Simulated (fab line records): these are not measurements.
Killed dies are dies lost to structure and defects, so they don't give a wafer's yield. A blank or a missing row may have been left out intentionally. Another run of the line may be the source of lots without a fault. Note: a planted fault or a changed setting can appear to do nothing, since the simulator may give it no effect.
Code-filled problem report in 8D (eight disciplines) form -- flow nandHarc -- the parts of the form that need people (team, actions taken, sign-off) are left out

1. THE PROBLEM
Wafers without a fault read 56, standard deviation 19; killedAtArray at NHARC_END_SORT_01 reads a mean of 173 on 2 wafers belonging to 2 lots. That puts it +6.2 standard deviations away from the usual mean.
Seen first at day 27 15:38 on prober-02, wafer L189.3. The record has a number at this step for 5 wafers belonging to 2 lots. The rule behind "out" and "out of limits": a value lying over 4 standard deviations away from the usual mean. Any other wafer with a number is counted as sound.

2. WHAT THIS IS AND IS NOT
question,is,is not
which readings at this step,"killedAtArray, killedDies","killedAtOther, killedAtPeriphery, killedOpen, killedShort"
which lots,"L187, L189",-
which wafers of those lots,"L187.2, L189.3","L187.1, L187.6, L189.5"
read on which gauges,prober-02,-
when,from day 27 15:38,"up to then (0 sound wafers); but 3 sound wafers of L187, L189 came after"

3. SUSPECTS, AND WHAT RULES EACH OUT
Counting: any tool at a process step up to the reading remains a suspect provided it ran every lot that is out. Sound lots after the first of them don't rule it out here, since some wafers of a struck lot are sound.
- the gauge at NHARC_END_SORT_01: kept. All the wafers that are out were read on prober-02, and no step on other tools shows them out.
- pecvd-01 at NHARC_A_CONTACT_DEP_58 (deposits SiON, target thk 90 nm): kept. It ran every lot that is out, first L187 (day 24 17:25).
- plasmaAsher-01 at NHARC_THIN_TSV_STRIP_45 (strips in O2): kept. It ran every lot that is out, first L187 (day 27 01:24).
- At NHARC_THIN_TSV_STRIP_45 on plasmaAsher-01, chamber 0 took the sound wafers of the same lots and chamber 1 took the wafers that are out.
The count leaves pecvd-01 at NHARC_A_CONTACT_DEP_58, plasmaAsher-01 at NHARC_THIN_TSV_STRIP_45, and prober-02 at NHARC_END_SORT_01.

4. THE CAUSE (what the simulator had put in)
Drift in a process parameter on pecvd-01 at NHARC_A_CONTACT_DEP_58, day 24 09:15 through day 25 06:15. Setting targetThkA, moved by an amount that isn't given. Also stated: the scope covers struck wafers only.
This tool is one of the 3 suspects left after counting.

5. THE EFFECT CHAIN, in route order
One row per reading whose mean, taken over the struck wafers that have a number, lies over 3 standard deviations from the usual. Only readings for which the record gives a usual standard deviation are gone through. hours: the time from each lot's start at the first step in this table that gives one to its start at this step, as a median over the lots. sigmas: the change in usual standard deviations.
hours,step,reading,usual,on struck wafers,change,sigmas
0,NHARC_END_SORT_01,killedAtArray,56,173,+117,+6.2
0,NHARC_END_SORT_01,killedDies,61,178,+117,+6.2

6. HOW IT WOULD HAVE BEEN CAUGHT EARLIER
78 hours passed between the start of the fault at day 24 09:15 and the first reading out of limits at a measuring or inspecting step in this record, taken at day 27 15:38.
Tool readings at NHARC_A_CONTACT_DEP_58 with a usual standard deviation given in the record: none out on any struck wafer, hence no alarm at a limit of 4 standard deviations on them.
By day 27 15:38, every lot that is out (2) had started NHARC_A_CONTACT_DEP_58 on pecvd-01. Holding the tool at that point would not have protected any of them.
